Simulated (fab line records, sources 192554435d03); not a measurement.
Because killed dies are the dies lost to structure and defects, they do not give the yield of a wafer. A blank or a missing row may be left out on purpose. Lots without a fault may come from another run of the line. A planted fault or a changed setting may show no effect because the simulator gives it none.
fab line records :: flow n5-finfet :: part 2 of 2: steps 23 to 27 of 27
record:
  lots: 5
  wafers: 15
  last-day: 18
route steps=1938 shown MOL_CONTACT_COAG@629 BEOL_M0_SAQP@632
lots that met no fault: taken from a fault-free run of the same line
start-h: the number of hours between the record's first day and the start of the first shown wafer of the lot :: wait-h: how many hours have passed since the lot's step before this one :: " identical to the entry in the row above :: L1.1+2: one row covering several wafers at once :: - no value, or no start was given :: * or withheld: withheld :: < > ~ a bound
route shown NAME@n: NAME is a module with steps in the file, n the number in the route of the first one :: usual: mean/standard deviation of fault-free wafers :: same: alike in all rows :: chamber/n: place in a boat :: sites: each site's reading :: _std_site: the values' standard deviation :: _edge_site: mean of outer sites minus mean of inner sites :: radius-mm: how far each site lies from the wafer's centre :: mask NAME#n: copy n :: behind: the tool/chamber that last shaped the wafer :: hold: why the lot was held/for how many hours/how that ended :: device: the transistor (n, p or np) that didn't switch :: end of line: the same wafers' tests at the end of the route :: where a step has no rows: the recipe by itself :: killed: dies lost to structure and defects at the first sort, not the wafer's yield :: map: dies across one wafer; x = killed, . = not, _ = none there
set.NAME: setting as actually run; set.NAME@STEP: the setting as run at that earlier step :: model.NAME: the simulator's own value behind a step, which no gauge read
lots seen at some steps along the route; tables by step, rows by wafer
services: a tool's chamber out of use, with start hour (start-h, from the record's first day; less than 0 if before it), hours out, and reason
== steps ==
step: N5_BEOL_M0_SAQP_DESCUM_19
recipe:
  chemistry: O2
  time-s: 7.9
  source-power-w: 50
  bias-power-w: 20
  pressure-mtorr: 20
  rf-frequency-hz: 2.712e+07
  temp-c: 40
  resist: CAR-ArF
  o2-flow-sccm: 225
usual:
  chamber-pressure-mTorr: 19.999/0.02
  drypump-motor-current-A: 5.6/0.53
  oes-product-au: 0.77/0.087
  rf-vpp-V: 243.9/1.5
  showerhead-plenum-p-Torr: 2.13/0.084
  throttle-valve-pct: 20.46/0.27
lot.wafer: L088.3
tool: rie-diel-05
chamber: 0
start-h: 192.51
wait-h: 0.0
chamber-pressure-mTorr: 20.012
drypump-motor-current-A: 6.1
oes-product-au: 0.71
rf-hours-counter-h: 223
rf-vpp-V: 242.5
showerhead-plenum-p-Torr: 1.97
throttle-valve-pct: 20.60

lot.wafer: L088.4
tool: rie-diel-05
chamber: 3
start-h: 192.51
wait-h: 0.0
chamber-pressure-mTorr: 19.999
drypump-motor-current-A: 5.6
oes-product-au: 0.73
rf-hours-counter-h: 169
rf-vpp-V: 244.5
showerhead-plenum-p-Torr: 2.18
throttle-valve-pct: 20.27

lot.wafer: L088.6
tool: rie-diel-05
chamber: 3
start-h: 192.51
wait-h: 0.0
chamber-pressure-mTorr: 20.015
drypump-motor-current-A: 5.6
oes-product-au: 0.73
rf-hours-counter-h: -
rf-vpp-V: 243.6
showerhead-plenum-p-Torr: 2.18
throttle-valve-pct: 20.27

lot.wafer: L089.2
tool: rie-diel-06
chamber: 1
start-h: 203.24
wait-h: 0.1
chamber-pressure-mTorr: 19.999
drypump-motor-current-A: 6.6
oes-product-au: 0.87
rf-hours-counter-h: 44
rf-vpp-V: 244.7
showerhead-plenum-p-Torr: 2.20
throttle-valve-pct: 19.99

lot.wafer: L089.3
tool: rie-diel-06
chamber: 2
start-h: 203.24
wait-h: 0.1
chamber-pressure-mTorr: 19.984
drypump-motor-current-A: 5.9
oes-product-au: 0.67
rf-hours-counter-h: 249
rf-vpp-V: 242.5
showerhead-plenum-p-Torr: 2.05
throttle-valve-pct: 20.69

lot.wafer: L089.4
tool: rie-diel-06
chamber: 0
start-h: 203.24
wait-h: 0.1
chamber-pressure-mTorr: 20.034
drypump-motor-current-A: 5.1
oes-product-au: 0.73
rf-hours-counter-h: 161
rf-vpp-V: 242.2
showerhead-plenum-p-Torr: 1.99
throttle-valve-pct: 20.38

lot.wafer: L090.2
tool: rie-diel-02
chamber: 2
start-h: 206.40
wait-h: 0.1
chamber-pressure-mTorr: 20.012
drypump-motor-current-A: 5.0
oes-product-au: 0.95
rf-hours-counter-h: 12
rf-vpp-V: 243.7
showerhead-plenum-p-Torr: 2.21
throttle-valve-pct: 19.98

lot.wafer: L090.4
tool: rie-diel-02
chamber: 1
start-h: 206.40
wait-h: 0.1
chamber-pressure-mTorr: 19.993
drypump-motor-current-A: 5.7
oes-product-au: 0.98
rf-hours-counter-h: 6
rf-vpp-V: 244.8
showerhead-plenum-p-Torr: 2.23
throttle-valve-pct: 20.64

lot.wafer: L090.6
tool: rie-diel-02
chamber: 1
start-h: 206.40
wait-h: 0.1
chamber-pressure-mTorr: 19.990
drypump-motor-current-A: 5.6
oes-product-au: 0.98
rf-hours-counter-h: -
rf-vpp-V: 245.1
showerhead-plenum-p-Torr: 2.23
throttle-valve-pct: 20.65

lot.wafer: L094.1
tool: rie-diel-05
chamber: 3
start-h: 228.87
wait-h: 0.0
chamber-pressure-mTorr: 19.977
drypump-motor-current-A: 5.6
oes-product-au: 0.72
rf-hours-counter-h: 179
rf-vpp-V: 245.8
showerhead-plenum-p-Torr: 2.18
throttle-valve-pct: 20.28

lot.wafer: L094.3
tool: rie-diel-05
chamber: 0
start-h: 228.87
wait-h: 0.0
chamber-pressure-mTorr: 20.000
drypump-motor-current-A: 6.2
oes-product-au: 0.69
rf-hours-counter-h: 233
rf-vpp-V: 241.8
showerhead-plenum-p-Torr: 1.97
throttle-valve-pct: 20.58

lot.wafer: L094.4
tool: rie-diel-05
chamber: 2
start-h: 228.87
wait-h: 0.0
chamber-pressure-mTorr: 19.961
drypump-motor-current-A: 5.0
oes-product-au: 0.70
rf-hours-counter-h: 206
rf-vpp-V: 243.1
showerhead-plenum-p-Torr: 2.14
throttle-valve-pct: 20.76

lot.wafer: L097.2
tool: rie-diel-05
chamber: 3
start-h: 244.77
wait-h: 0.0
chamber-pressure-mTorr: 19.983
drypump-motor-current-A: 5.6
oes-product-au: 0.73
rf-hours-counter-h: 184
rf-vpp-V: 243.1
showerhead-plenum-p-Torr: 2.17
throttle-valve-pct: 20.29

lot.wafer: L097.3
tool: rie-diel-05
chamber: 2
start-h: 244.77
wait-h: 0.0
chamber-pressure-mTorr: 20.031
drypump-motor-current-A: 5.0
oes-product-au: 0.71
rf-hours-counter-h: 212
rf-vpp-V: 243.7
showerhead-plenum-p-Torr: 2.14
throttle-valve-pct: 20.77

lot.wafer: L097.6
tool: rie-diel-05
chamber: 2
start-h: 244.77
wait-h: 0.0
chamber-pressure-mTorr: 19.988
drypump-motor-current-A: 5.0
oes-product-au: 0.70
rf-hours-counter-h: -
rf-vpp-V: 244.3
showerhead-plenum-p-Torr: 2.14
throttle-valve-pct: 20.78
step: N5_BEOL_M0_SAQP_ETCH_83
recipe:
  chemistry: CF4
  target: SiARC
  target-depth-a: 390
  mask-material: CAR-ArF
  time-s: 65
  ion-energy-ev: 80
  pressure-mtorr: 40
  source-w: 545
  bias-w: 36
  Ar_flow_sccm: 100
  cf4-flow-sccm: 100
  ends: cleared
usual:
  bias-w: 35.99/0.11
  cf4-flow-sccm: 100.0/0.33
  chamber-pressure-mTorr: 40.00/0.036
  drypump-motor-current-A: 5.6/0.52
  etch-rf-on-time-s: 65.1/1.4
  oes-product-au: 0.66/0.07
  rf-vpp-V: 184.6/1.4
  showerhead-plenum-p-Torr: 2.18/0.08
  throttle-valve-pct: 15.67/0.26
lot.wafer: L088.3
tool: rie-diel-05
chamber: 0
start-h: 192.55
wait-h: 0.0
bias-w: 36.02
cf4-flow-sccm: 100.2
chamber-pressure-mTorr: 39.99
drypump-motor-current-A: 6.1
etch-rf-on-time-s: 62.4
oes-product-au: 0.62
rf-hours-counter-h: 223
rf-vpp-V: 183.4
showerhead-plenum-p-Torr: 2.03
throttle-valve-pct: 15.87

lot.wafer: L088.4
tool: rie-diel-05
chamber: 3
start-h: 192.55
wait-h: 0.0
bias-w: 36.18
cf4-flow-sccm: 100.4
chamber-pressure-mTorr: 40.01
drypump-motor-current-A: 5.6
etch-rf-on-time-s: 66.4
oes-product-au: 0.61
rf-hours-counter-h: 169
rf-vpp-V: 185.1
showerhead-plenum-p-Torr: 2.23
throttle-valve-pct: 15.45

lot.wafer: L088.6
tool: rie-diel-05
chamber: 3
start-h: 192.55
wait-h: 0.0
bias-w: 36.07
cf4-flow-sccm: 100.3
chamber-pressure-mTorr: 39.98
drypump-motor-current-A: 5.6
etch-rf-on-time-s: 65.8
oes-product-au: 0.62
rf-hours-counter-h: -
rf-vpp-V: 184.0
showerhead-plenum-p-Torr: 2.23
throttle-valve-pct: 15.46

lot.wafer: L089.2
tool: rie-diel-06
chamber: 1
start-h: 203.27
wait-h: 0.0
bias-w: 36.01
cf4-flow-sccm: 100.4
chamber-pressure-mTorr: 39.99
drypump-motor-current-A: 6.6
etch-rf-on-time-s: 65.9
oes-product-au: 0.73
rf-hours-counter-h: 44
rf-vpp-V: 186.1
showerhead-plenum-p-Torr: 2.26
throttle-valve-pct: 15.26

lot.wafer: L089.3
tool: rie-diel-06
chamber: 2
start-h: 203.27
wait-h: 0.0
bias-w: 36.01
cf4-flow-sccm: 99.7
chamber-pressure-mTorr: 40.00
drypump-motor-current-A: 5.9
etch-rf-on-time-s: 63.6
oes-product-au: 0.58
rf-hours-counter-h: 249
rf-vpp-V: 184.5
showerhead-plenum-p-Torr: 2.11
throttle-valve-pct: 15.97

lot.wafer: L089.4
tool: rie-diel-06
chamber: 0
start-h: 203.27
wait-h: 0.0
bias-w: 35.91
cf4-flow-sccm: 99.7
chamber-pressure-mTorr: 39.95
drypump-motor-current-A: 5.1
etch-rf-on-time-s: 64.8
oes-product-au: 0.63
rf-hours-counter-h: 161
rf-vpp-V: 183.0
showerhead-plenum-p-Torr: 2.04
throttle-valve-pct: 15.64

lot.wafer: L090.2
tool: rie-diel-02
chamber: 2
start-h: 206.44
wait-h: 0.0
bias-w: 35.71
cf4-flow-sccm: 100.0
chamber-pressure-mTorr: 40.04
drypump-motor-current-A: 5.0
etch-rf-on-time-s: 65.5
oes-product-au: 0.80
rf-hours-counter-h: 12
rf-vpp-V: 185.9
showerhead-plenum-p-Torr: 2.28
throttle-valve-pct: 15.25

lot.wafer: L090.4
tool: rie-diel-02
chamber: 1
start-h: 206.44
wait-h: 0.0
bias-w: 35.88
cf4-flow-sccm: 100.1
chamber-pressure-mTorr: 40.07
drypump-motor-current-A: 5.7
etch-rf-on-time-s: 62.0
oes-product-au: 0.86
rf-hours-counter-h: 6
rf-vpp-V: 185.2
showerhead-plenum-p-Torr: 2.26
throttle-valve-pct: 15.61

lot.wafer: L090.6
tool: rie-diel-02
chamber: 1
start-h: 206.44
wait-h: 0.0
bias-w: 35.94
cf4-flow-sccm: 100.0
chamber-pressure-mTorr: 40.00
drypump-motor-current-A: 5.6
etch-rf-on-time-s: 62.8
oes-product-au: 0.84
rf-hours-counter-h: -
rf-vpp-V: 185.5
showerhead-plenum-p-Torr: 2.26
throttle-valve-pct: 15.60

lot.wafer: L094.1
tool: rie-diel-05
chamber: 3
start-h: 228.90
wait-h: 0.0
bias-w: 35.99
cf4-flow-sccm: 99.5
chamber-pressure-mTorr: 39.97
drypump-motor-current-A: 5.6
etch-rf-on-time-s: 66.0
oes-product-au: 0.61
rf-hours-counter-h: 179
rf-vpp-V: 184.8
showerhead-plenum-p-Torr: 2.22
throttle-valve-pct: 15.46

lot.wafer: L094.3
tool: rie-diel-05
chamber: 0
start-h: 228.90
wait-h: 0.0
bias-w: 35.92
cf4-flow-sccm: 100.7
chamber-pressure-mTorr: 40.05
drypump-motor-current-A: 6.2
etch-rf-on-time-s: 63.0
oes-product-au: 0.61
rf-hours-counter-h: 233
rf-vpp-V: 181.4
showerhead-plenum-p-Torr: 2.03
throttle-valve-pct: 15.87

lot.wafer: L094.4
tool: rie-diel-05
chamber: 2
start-h: 228.90
wait-h: 0.0
bias-w: 35.93
cf4-flow-sccm: 99.5
chamber-pressure-mTorr: 40.01
drypump-motor-current-A: 5.0
etch-rf-on-time-s: 65.0
oes-product-au: 0.61
rf-hours-counter-h: 206
rf-vpp-V: 185.3
showerhead-plenum-p-Torr: 2.20
throttle-valve-pct: 16.01

lot.wafer: L097.2
tool: rie-diel-05
chamber: 3
start-h: 244.80
wait-h: 0.0
bias-w: 35.93
cf4-flow-sccm: 100.0
chamber-pressure-mTorr: 40.00
drypump-motor-current-A: 5.6
etch-rf-on-time-s: 66.1
oes-product-au: 0.61
rf-hours-counter-h: 184
rf-vpp-V: 185.0
showerhead-plenum-p-Torr: 2.22
throttle-valve-pct: 15.48

lot.wafer: L097.3
tool: rie-diel-05
chamber: 2
start-h: 244.80
wait-h: 0.0
bias-w: 35.95
cf4-flow-sccm: 100.3
chamber-pressure-mTorr: 39.94
drypump-motor-current-A: 5.0
etch-rf-on-time-s: 65.1
oes-product-au: 0.61
rf-hours-counter-h: 212
rf-vpp-V: 184.5
showerhead-plenum-p-Torr: 2.20
throttle-valve-pct: 16.01

lot.wafer: L097.6
tool: rie-diel-05
chamber: 2
start-h: 244.80
wait-h: 0.0
bias-w: 36.11
cf4-flow-sccm: 100.0
chamber-pressure-mTorr: 39.98
drypump-motor-current-A: 5.0
etch-rf-on-time-s: 65.3
oes-product-au: 0.61
rf-hours-counter-h: -
rf-vpp-V: 185.6
showerhead-plenum-p-Torr: 2.20
throttle-valve-pct: 16.02
step: N5_BEOL_M0_SAQP_ETCH_84
recipe:
  chemistry: N2/H2
  target: SOC
  target-depth-a: 1000
  overetch-a: 200
  mask-material: SiARC
  temp-c: 40
  time-s: 150
  ion-energy-ev: 200
  pressure-mtorr: 30
  source-w: 840
  bias-w: 150
  n2-flow-sccm: 200
  h2-flow-sccm: 200
usual:
  bias-w: 150.0/0.46
  chamber-pressure-mTorr: 30.001/0.028
  drypump-motor-current-A: 5.6/0.53
  oes-product-au: 0.69/0.072
  rf-vpp-V: 525.3/2.7
  showerhead-plenum-p-Torr: 2.60/0.1
  throttle-valve-pct: 17.9/0.33
lot.wafer: L088.3
tool: rie-diel-05
chamber: 0
start-h: 192.60
wait-h: 0.0
bias-w: 150.1
chamber-pressure-mTorr: 29.994
drypump-motor-current-A: 6.2
oes-product-au: 0.64
rf-hours-counter-h: 223
rf-vpp-V: 519.7
showerhead-plenum-p-Torr: 2.41
throttle-valve-pct: 18.1

lot.wafer: L088.4
tool: rie-diel-05
chamber: 3
start-h: 192.60
wait-h: 0.0
bias-w: 149.9
chamber-pressure-mTorr: 29.990
drypump-motor-current-A: 5.6
oes-product-au: 0.66
rf-hours-counter-h: 169
rf-vpp-V: 526.6
showerhead-plenum-p-Torr: 2.66
throttle-valve-pct: 17.7

lot.wafer: L088.6
tool: rie-diel-05
chamber: 3
start-h: 192.60
wait-h: 0.0
bias-w: 150.0
chamber-pressure-mTorr: 30.025
drypump-motor-current-A: 5.6
oes-product-au: 0.66
rf-hours-counter-h: -
rf-vpp-V: 526.6
showerhead-plenum-p-Torr: 2.66
throttle-valve-pct: 17.8

lot.wafer: L089.2
tool: rie-diel-06
chamber: 1
start-h: 203.32
wait-h: 0.0
bias-w: 149.5
chamber-pressure-mTorr: 30.058
drypump-motor-current-A: 6.6
oes-product-au: 0.78
rf-hours-counter-h: 44
rf-vpp-V: 527.7
showerhead-plenum-p-Torr: 2.70
throttle-valve-pct: 17.5

lot.wafer: L089.3
tool: rie-diel-06
chamber: 2
start-h: 203.32
wait-h: 0.0
bias-w: 150.4
chamber-pressure-mTorr: 29.969
drypump-motor-current-A: 5.9
oes-product-au: 0.60
rf-hours-counter-h: 249
rf-vpp-V: 523.1
showerhead-plenum-p-Torr: 2.50
throttle-valve-pct: 18.2

lot.wafer: L089.4
tool: rie-diel-06
chamber: 0
start-h: 203.32
wait-h: 0.0
bias-w: 150.4
chamber-pressure-mTorr: 30.035
drypump-motor-current-A: 5.1
oes-product-au: 0.66
rf-hours-counter-h: 161
rf-vpp-V: 519.7
showerhead-plenum-p-Torr: 2.42
throttle-valve-pct: 17.7

lot.wafer: L090.2
tool: rie-diel-02
chamber: 2
start-h: 206.49
wait-h: 0.0
bias-w: 150.1
chamber-pressure-mTorr: 30.005
drypump-motor-current-A: 5.0
oes-product-au: 0.84
rf-hours-counter-h: 12
rf-vpp-V: 528.7
showerhead-plenum-p-Torr: 2.70
throttle-valve-pct: 17.4

lot.wafer: L090.4
tool: rie-diel-02
chamber: 1
start-h: 206.49
wait-h: 0.0
bias-w: 149.2
chamber-pressure-mTorr: 30.001
drypump-motor-current-A: 5.6
oes-product-au: 0.86
rf-hours-counter-h: 6
rf-vpp-V: 529.8
showerhead-plenum-p-Torr: 2.72
throttle-valve-pct: 18.2

lot.wafer: L090.6
tool: rie-diel-02
chamber: 1
start-h: 206.49
wait-h: 0.0
bias-w: 149.7
chamber-pressure-mTorr: 29.975
drypump-motor-current-A: 5.6
oes-product-au: 0.88
rf-hours-counter-h: -
rf-vpp-V: 528.4
showerhead-plenum-p-Torr: 2.72
throttle-valve-pct: 18.2

lot.wafer: L094.1
tool: rie-diel-05
chamber: 3
start-h: 228.95
wait-h: 0.0
bias-w: 149.9
chamber-pressure-mTorr: 30.003
drypump-motor-current-A: 5.6
oes-product-au: 0.66
rf-hours-counter-h: 179
rf-vpp-V: 525.6
showerhead-plenum-p-Torr: 2.65
throttle-valve-pct: 17.8

lot.wafer: L094.3
tool: rie-diel-05
chamber: 0
start-h: 228.95
wait-h: 0.0
bias-w: 149.7
chamber-pressure-mTorr: 29.992
drypump-motor-current-A: 6.2
oes-product-au: 0.64
rf-hours-counter-h: 233
rf-vpp-V: 520.5
showerhead-plenum-p-Torr: 2.40
throttle-valve-pct: 18.1

lot.wafer: L094.4
tool: rie-diel-05
chamber: 2
start-h: 228.95
wait-h: 0.0
bias-w: 149.5
chamber-pressure-mTorr: 29.999
drypump-motor-current-A: 5.0
oes-product-au: 0.64
rf-hours-counter-h: 206
rf-vpp-V: 524.9
showerhead-plenum-p-Torr: 2.64
throttle-valve-pct: 18.6

lot.wafer: L097.2
tool: rie-diel-05
chamber: 3
start-h: 244.85
wait-h: 0.0
bias-w: 150.2
chamber-pressure-mTorr: 30.020
drypump-motor-current-A: 5.6
oes-product-au: 0.64
rf-hours-counter-h: 185
rf-vpp-V: 526.5
showerhead-plenum-p-Torr: 2.65
throttle-valve-pct: 17.8

lot.wafer: L097.3
tool: rie-diel-05
chamber: 2
start-h: 244.85
wait-h: 0.0
bias-w: 150.9
chamber-pressure-mTorr: 29.948
drypump-motor-current-A: 5.0
oes-product-au: 0.64
rf-hours-counter-h: 212
rf-vpp-V: 525.7
showerhead-plenum-p-Torr: 2.64
throttle-valve-pct: 18.5

lot.wafer: L097.6
tool: rie-diel-05
chamber: 2
start-h: 244.85
wait-h: 0.0
bias-w: 150.9
chamber-pressure-mTorr: 30.013
drypump-motor-current-A: 5.0
oes-product-au: 0.64
rf-hours-counter-h: -
rf-vpp-V: 526.0
showerhead-plenum-p-Torr: 2.64
throttle-valve-pct: 18.5
step: N5_BEOL_M0_SAQP_STRIP_80
recipe:
  chemistry: N2/H2
  temp-c: 40
  n2-flow-sccm: 200
  h2-flow-sccm: 200
  rf-frequency-hz: 6e+07
lot.wafer: L088.3+4+6
tool: rie-diel-05
chamber: 0,3,3
start-h: 192.69
wait-h: 0.0

lot.wafer: L089.2+3+4
tool: rie-diel-06
chamber: 1,2,0
start-h: 203.42
wait-h: 0.0

lot.wafer: L090.2+4+6
tool: rie-diel-02
chamber: 2,1,1
start-h: 206.58
wait-h: 0.0

lot.wafer: L094.1+3+4
tool: rie-diel-05
chamber: 3,0,2
start-h: 229.05
wait-h: 0.0

lot.wafer: L097.2+3+6
tool: rie-diel-05
chamber: 3,2,2
start-h: 244.95
wait-h: 0.0
step: N5_BEOL_M0_SAQP_HM_OPEN_112
recipe:
  chemistry: CHF3/O2
  target: SiO2
  stop-on: a-Si
  target-depth-a: 120
  over-etch-frac: 1.25
  mask-material: SOC
  time-s: 13.5
  pressure-mtorr: 30
  source-w: 650
  bias-w: 170
  Ar_flow_sccm: 200
  CHF3_flow_sccm: 50
  O2_flow_sccm: 5
  ion-energy-ev: 200
  ends: end-point
usual:
  bias-w: 170.1/0.57
  chamber-pressure-mTorr: 30.005/0.027
  drypump-motor-current-A: 5.6/0.53
  oes-product-au: 0.51/0.054
  rf-vpp-V: 527/7.6
  showerhead-plenum-p-Torr: 2.45/0.093
  throttle-valve-pct: 18.89/0.27
lot.wafer: L088.3
tool: rie-diel-05
chamber: 0
start-h: 192.70
wait-h: 0.0
bias-w: 170.4
chamber-pressure-mTorr: 30.000
drypump-motor-current-A: 6.1
oes-product-au: 0.46
rf-hours-counter-h: 223
rf-vpp-V: 526
showerhead-plenum-p-Torr: 2.27
throttle-valve-pct: 19.03

lot.wafer: L088.4
tool: rie-diel-05
chamber: 3
start-h: 192.70
wait-h: 0.0
bias-w: 170.1
chamber-pressure-mTorr: 30.037
drypump-motor-current-A: 5.6
oes-product-au: 0.48
rf-hours-counter-h: 169
rf-vpp-V: 528
showerhead-plenum-p-Torr: 2.51
throttle-valve-pct: 18.68

lot.wafer: L088.6
tool: rie-diel-05
chamber: 3
start-h: 192.70
wait-h: 0.0
bias-w: 169.0
chamber-pressure-mTorr: 29.994
drypump-motor-current-A: 5.6
oes-product-au: 0.46
rf-hours-counter-h: -
rf-vpp-V: 530
showerhead-plenum-p-Torr: 2.51
throttle-valve-pct: 18.68

lot.wafer: L089.2
tool: rie-diel-06
chamber: 1
start-h: 203.43
wait-h: 0.0
bias-w: 169.3
chamber-pressure-mTorr: 30.009
drypump-motor-current-A: 6.6
oes-product-au: 0.55
rf-hours-counter-h: 44
rf-vpp-V: 528
showerhead-plenum-p-Torr: 2.54
throttle-valve-pct: 18.44

lot.wafer: L089.3
tool: rie-diel-06
chamber: 2
start-h: 203.43
wait-h: 0.0
bias-w: 169.7
chamber-pressure-mTorr: 29.953
drypump-motor-current-A: 5.9
oes-product-au: 0.44
rf-hours-counter-h: 249
rf-vpp-V: 514
showerhead-plenum-p-Torr: 2.36
throttle-valve-pct: 19.09

lot.wafer: L089.4
tool: rie-diel-06
chamber: 0
start-h: 203.43
wait-h: 0.0
bias-w: 170.8
chamber-pressure-mTorr: 30.030
drypump-motor-current-A: 5.1
oes-product-au: 0.48
rf-hours-counter-h: 162
rf-vpp-V: 524
showerhead-plenum-p-Torr: 2.30
throttle-valve-pct: 18.86

lot.wafer: L090.2
tool: rie-diel-02
chamber: 2
start-h: 206.59
wait-h: 0.0
bias-w: 169.8
chamber-pressure-mTorr: 29.987
drypump-motor-current-A: 5.0
oes-product-au: 0.61
rf-hours-counter-h: 12
rf-vpp-V: 542
showerhead-plenum-p-Torr: 2.58
throttle-valve-pct: 18.57

lot.wafer: L090.4
tool: rie-diel-02
chamber: 1
start-h: 206.59
wait-h: 0.0
bias-w: 170.4
chamber-pressure-mTorr: 29.973
drypump-motor-current-A: 5.6
oes-product-au: 0.65
rf-hours-counter-h: 6
rf-vpp-V: 527
showerhead-plenum-p-Torr: 2.54
throttle-valve-pct: 18.88

lot.wafer: L090.6
tool: rie-diel-02
chamber: 1
start-h: 206.59
wait-h: 0.0
bias-w: 169.9
chamber-pressure-mTorr: 29.983
drypump-motor-current-A: 5.6
oes-product-au: 0.64
rf-hours-counter-h: -
rf-vpp-V: 527
showerhead-plenum-p-Torr: 2.54
throttle-valve-pct: 18.89

lot.wafer: L094.1
tool: rie-diel-05
chamber: 3
start-h: 229.06
wait-h: 0.0
bias-w: 169.8
chamber-pressure-mTorr: 30.007
drypump-motor-current-A: 5.6
oes-product-au: 0.47
rf-hours-counter-h: 179
rf-vpp-V: 529
showerhead-plenum-p-Torr: 2.50
throttle-valve-pct: 18.70

lot.wafer: L094.3
tool: rie-diel-05
chamber: 0
start-h: 229.06
wait-h: 0.0
bias-w: 170.5
chamber-pressure-mTorr: 30.002
drypump-motor-current-A: 6.2
oes-product-au: 0.46
rf-hours-counter-h: 233
rf-vpp-V: 525
showerhead-plenum-p-Torr: 2.27
throttle-valve-pct: 19.04

lot.wafer: L094.4
tool: rie-diel-05
chamber: 2
start-h: 229.06
wait-h: 0.0
bias-w: 170.5
chamber-pressure-mTorr: 30.069
drypump-motor-current-A: 5.0
oes-product-au: 0.47
rf-hours-counter-h: 206
rf-vpp-V: 524
showerhead-plenum-p-Torr: 2.49
throttle-valve-pct: 19.35

lot.wafer: L097.2
tool: rie-diel-05
chamber: 3
start-h: 244.96
wait-h: 0.0
bias-w: 169.9
chamber-pressure-mTorr: 29.950
drypump-motor-current-A: 5.6
oes-product-au: 0.47
rf-hours-counter-h: 185
rf-vpp-V: 529
showerhead-plenum-p-Torr: 2.50
throttle-valve-pct: 18.70

lot.wafer: L097.3
tool: rie-diel-05
chamber: 2
start-h: 244.96
wait-h: 0.0
bias-w: 170.2
chamber-pressure-mTorr: 30.052
drypump-motor-current-A: 5.0
oes-product-au: 0.47
rf-hours-counter-h: 212
rf-vpp-V: 524
showerhead-plenum-p-Torr: 2.49
throttle-valve-pct: 19.35

lot.wafer: L097.6
tool: rie-diel-05
chamber: 2
start-h: 244.96
wait-h: 0.0
bias-w: 170.8
chamber-pressure-mTorr: 30.027
drypump-motor-current-A: 5.0
oes-product-au: 0.47
rf-hours-counter-h: -
rf-vpp-V: 524
showerhead-plenum-p-Torr: 2.49
throttle-valve-pct: 19.34
== services ==
tool: litho-track-04
chamber: -
start-h: 168.14
hours: -
kind: consumable-replace:filter

tool: arfi-scanner-02
chamber: -
start-h: 168.91
hours: 5.1
kind: repair

tool: arfi-scanner-01
chamber: -
start-h: 168.96
hours: 0.8
kind: pm

tool: arfi-scanner-01
chamber: -
start-h: 170.93
hours: 1.3
kind: pm

tool: rie-diel-02
chamber: 1
start-h: 171.41
hours: -
kind: clean

tool: rie-diel-02
chamber: 1
start-h: 171.41
hours: -
kind: consumable-replace:focus-ring

tool: rie-diel-02
chamber: 1
start-h: 171.41
hours: -
kind: consumable-replace:showerhead

tool: rie-diel-02
chamber: 1
start-h: 171.41
hours: 14.4
kind: scheduled-down

tool: rie-diel-02
chamber: 1
start-h: 171.41
hours: 14.4
kind: vent-cycle

tool: pecvd-04
chamber: 0
start-h: 178.14
hours: 6.4
kind: repair

tool: pecvd-02
chamber: -
start-h: 181.06
hours: 0.7
kind: repair

tool: arfi-scanner-03
chamber: -
start-h: 183.01
hours: 0.8
kind: pm

tool: arfi-scanner-02
chamber: -
start-h: 186.16
hours: 0.8
kind: pm

tool: arfi-scanner-03
chamber: -
start-h: 190.29
hours: 1.0
kind: pm

tool: rie-diel-06
chamber: 2
start-h: 207.73
hours: -
kind: clean

tool: rie-diel-06
chamber: 2
start-h: 207.73
hours: -
kind: consumable-replace:focus-ring

tool: rie-diel-06
chamber: 2
start-h: 207.73
hours: 13.7
kind: scheduled-down

tool: rie-diel-02
chamber: 2
start-h: 209.65
hours: 5.9
kind: repair

tool: rie-diel-06
chamber: -
start-h: 213.63
hours: 0.3
kind: repair

tool: pecvd-02
chamber: 2
start-h: 213.72
hours: 5.5
kind: scheduled-down

tool: arfi-scanner-02
chamber: -
start-h: 222.80
hours: 8.2
kind: repair

tool: arfi-scanner-01
chamber: -
start-h: 224.14
hours: 1.0
kind: pm

tool: arfi-scanner-01
chamber: -
start-h: 232.07
hours: 0.8
kind: repair

tool: arfi-scanner-02
chamber: -
start-h: 244.18
hours: 3.0
kind: pm
